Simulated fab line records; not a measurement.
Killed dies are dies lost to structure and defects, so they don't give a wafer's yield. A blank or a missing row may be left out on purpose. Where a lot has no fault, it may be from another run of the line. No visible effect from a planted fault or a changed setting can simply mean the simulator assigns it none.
Split-lot experiment :: flow n5 finfet :: 21 wafers read from 7 lots, route of 1938 steps

## SPLIT DETAILS
At N5_BEOL_M13_COAT_66 (time 60 s, resist thk 110 nm), the setting spin rpm was moved away from the recipe's 1500 rpm on 8 of the 21 wafers read, by +3.4% to +11.2%. All remaining wafers had this setting at the recipe value.

## FROM THE SPLIT TO THE READING: what the file shows between them, 6 steps
- N5_BEOL_M13_EXPOSE_25: exposes mask M13, target cd 210 nm (also split here: dose mj)
- N5_BEOL_M13_PEB_26: peb time 90 s
- N5_BEOL_M13_DEVELOP_27: develop time 45 s
- N5_BEOL_M13_HARDBAKE_32: time 120 s
- N5_BEOL_M13_CD_MEAS_28: target cd 209.5 nm
- N5_BEOL_M13_DESCUM_33: chemistry O2, time 7.9 s

## THE READING
coat_of_BEOL_M13_COAT_22.thk nm (the simulator's own value, which no gauge read), in nm, at N5_BEOL_M13_ETCH_67 (etches SiARC in CF4, target depth 143 nm, time 238.3 s). No usual value for it is given in the file. The 13 wafers here that ran the recipe average 211.5 nm, standard deviation 0.44 nm.

wafer: L074.1
tool, chamber at the split: litho track-02, 0
spin rpm as run, rpm: 1608
against the recipe: +7.2%
coat_of_BEOL_M13_COAT_22.thk nm, nm: 213.4
against lot-mates on the recipe: +2.4

wafer: L074.4
tool, chamber at the split: litho track-02, 0
spin rpm as run, rpm: 1500
against the recipe: recipe
coat_of_BEOL_M13_COAT_22.thk nm, nm: 211
against lot-mates on the recipe: -

wafer: L074.6
tool, chamber at the split: litho track-02, 0
spin rpm as run, rpm: 1608
against the recipe: +7.2%
coat_of_BEOL_M13_COAT_22.thk nm, nm: 213.4
against lot-mates on the recipe: +2.4

wafer: L078.1
tool, chamber at the split: litho track-02, 0
spin rpm as run, rpm: 1500
against the recipe: recipe
coat_of_BEOL_M13_COAT_22.thk nm, nm: 211.6
against lot-mates on the recipe: -

wafer: L078.2
tool, chamber at the split: litho track-02, 0
spin rpm as run, rpm: 1500
against the recipe: recipe
coat_of_BEOL_M13_COAT_22.thk nm, nm: 211
against lot-mates on the recipe: -

wafer: L078.6
tool, chamber at the split: litho track-02, 0
spin rpm as run, rpm: 1500
against the recipe: recipe
coat_of_BEOL_M13_COAT_22.thk nm, nm: 211.2
against lot-mates on the recipe: -

wafer: L079.1
tool, chamber at the split: litho track-02, 0
spin rpm as run, rpm: 1628
against the recipe: +8.5%
coat_of_BEOL_M13_COAT_22.thk nm, nm: 214
against lot-mates on the recipe: +3.0

wafer: L079.2
tool, chamber at the split: litho track-02, 0
spin rpm as run, rpm: 1628
against the recipe: +8.5%
coat_of_BEOL_M13_COAT_22.thk nm, nm: 215
against lot-mates on the recipe: +4.0

wafer: L079.6
tool, chamber at the split: litho track-02, 0
spin rpm as run, rpm: 1500
against the recipe: recipe
coat_of_BEOL_M13_COAT_22.thk nm, nm: 211
against lot-mates on the recipe: -

wafer: L085.1
tool, chamber at the split: litho track-03, 0
spin rpm as run, rpm: 1554
against the recipe: +3.6%
coat_of_BEOL_M13_COAT_22.thk nm, nm: 213.4
against lot-mates on the recipe: +1.3

wafer: L085.3
tool, chamber at the split: litho track-03, 0
spin rpm as run, rpm: 1500
against the recipe: recipe
coat_of_BEOL_M13_COAT_22.thk nm, nm: 212.2
against lot-mates on the recipe: -

wafer: L085.5
tool, chamber at the split: litho track-03, 0
spin rpm as run, rpm: 1500
against the recipe: recipe
coat_of_BEOL_M13_COAT_22.thk nm, nm: 212
against lot-mates on the recipe: -

wafer: L094.4
tool, chamber at the split: litho track-03, 0
spin rpm as run, rpm: 1581
against the recipe: +5.4%
coat_of_BEOL_M13_COAT_22.thk nm, nm: 211.4
against lot-mates on the recipe: +0.1

wafer: L094.5
tool, chamber at the split: litho track-03, 0
spin rpm as run, rpm: 1500
against the recipe: recipe
coat_of_BEOL_M13_COAT_22.thk nm, nm: 211.4
against lot-mates on the recipe: -

wafer: L094.6
tool, chamber at the split: litho track-03, 0
spin rpm as run, rpm: 1500
against the recipe: recipe
coat_of_BEOL_M13_COAT_22.thk nm, nm: 211.2
against lot-mates on the recipe: -

wafer: L093.1
tool, chamber at the split: litho track-03, 0
spin rpm as run, rpm: 1668
against the recipe: +11.2%
coat_of_BEOL_M13_COAT_22.thk nm, nm: 216.2
against lot-mates on the recipe: +4.4

wafer: L093.4
tool, chamber at the split: litho track-03, 0
spin rpm as run, rpm: 1500
against the recipe: recipe
coat_of_BEOL_M13_COAT_22.thk nm, nm: 211.4
against lot-mates on the recipe: -

wafer: L093.6
tool, chamber at the split: litho track-03, 0
spin rpm as run, rpm: 1500
against the recipe: recipe
coat_of_BEOL_M13_COAT_22.thk nm, nm: 212.2
against lot-mates on the recipe: -

wafer: L095.1
tool, chamber at the split: litho track-02, 0
spin rpm as run, rpm: 1500
against the recipe: recipe
coat_of_BEOL_M13_COAT_22.thk nm, nm: 211.8
against lot-mates on the recipe: -

wafer: L095.2
tool, chamber at the split: litho track-02, 0
spin rpm as run, rpm: 1551
against the recipe: +3.4%
coat_of_BEOL_M13_COAT_22.thk nm, nm: 212.8
against lot-mates on the recipe: +1.4

wafer: L095.6
tool, chamber at the split: litho track-02, 0
spin rpm as run, rpm: 1500
against the recipe: recipe
coat_of_BEOL_M13_COAT_22.thk nm, nm: 211
against lot-mates on the recipe: -

FIT RESULTS
A straight line over all 21 wafers: coat_of_BEOL_M13_COAT_22.thk nm changes by +0.342 nm for each +1% of spin rpm; r = +0.89; the points scatter about the line by 0.67 nm.
The same after taking each lot's own level away (the mean of its wafers on the recipe; 21 wafers): +0.365 nm for each +1%; r = +0.94; scatter 0.53 nm.
According to that fit, moving spin rpm by its largest amount changes the reading by 4.1 nm.
From 211.00 to 212.10 nm: that is the span of the lots' own levels, equal to 2.5 times the standard deviation above.
Hence the lot-to-lot level has little effect on the slope; both slopes agree.
Check: +3.88 nm against its lot-mates is what the line predicts for one of the wafers moved furthest among these (+11.2%) when that wafer is left out of the fit. Against them it came out at +4.4 nm.

## THESE WAFERS: OTHER SPLITS
Other splits were also applied to these wafers ahead of the reading. Each is held against what the fit with the lots' levels taken away leaves over:
other split on the same wafers: N5_BEOL_M11_DESCUM_16 time s
wafers away from the commonest value: 4
r with coat_of_BEOL_M13_COAT_22.thk nm (lot level and that fit taken away): -0.13

other split on the same wafers: N5_BEOL_M12_ILD_DEP_00 time s
wafers away from the commonest value: 6
r with coat_of_BEOL_M13_COAT_22.thk nm (lot level and that fit taken away): +0.16

other split on the same wafers: N5_BEOL_M13_EXPOSE_25 dose mj
wafers away from the commonest value: 7
r with coat_of_BEOL_M13_COAT_22.thk nm (lot level and that fit taken away): +0.31

## THE WHOLE CHAIN: every reading that the file lists as answering this split, in the file's order
step: N5_BEOL_M13_COAT_66
what it does: time 60 s, resist thk 110 nm
reading: SiARC_of_BEOL_M13_COAT_66.thk nm (the simulator's own value, which no gauge read)
change (the file's fit): -0.507 nm for each +1% of the setting
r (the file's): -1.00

step: N5_BEOL_M13_ETCH_67
what it does: etches SiARC in CF4, target depth 143 nm, time 238.3 s
reading: etch.depth nm (the simulator's own value, which no gauge read)
change (the file's fit): -0.508 nm for each +1% of the setting
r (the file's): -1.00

step: N5_BEOL_M13_ETCH_67
what it does: etches SiARC in CF4, target depth 143 nm, time 238.3 s
reading: coat_of_BEOL_M13_COAT_22.thk nm (the simulator's own value, which no gauge read)
change (the file's fit): +0.35 nm for each +1% of the setting
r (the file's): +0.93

## THE FILE'S OWN FIT
coat_of_BEOL_M13_COAT_22.thk nm changes by +0.35 nm for each +1% of spin rpm, r = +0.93.
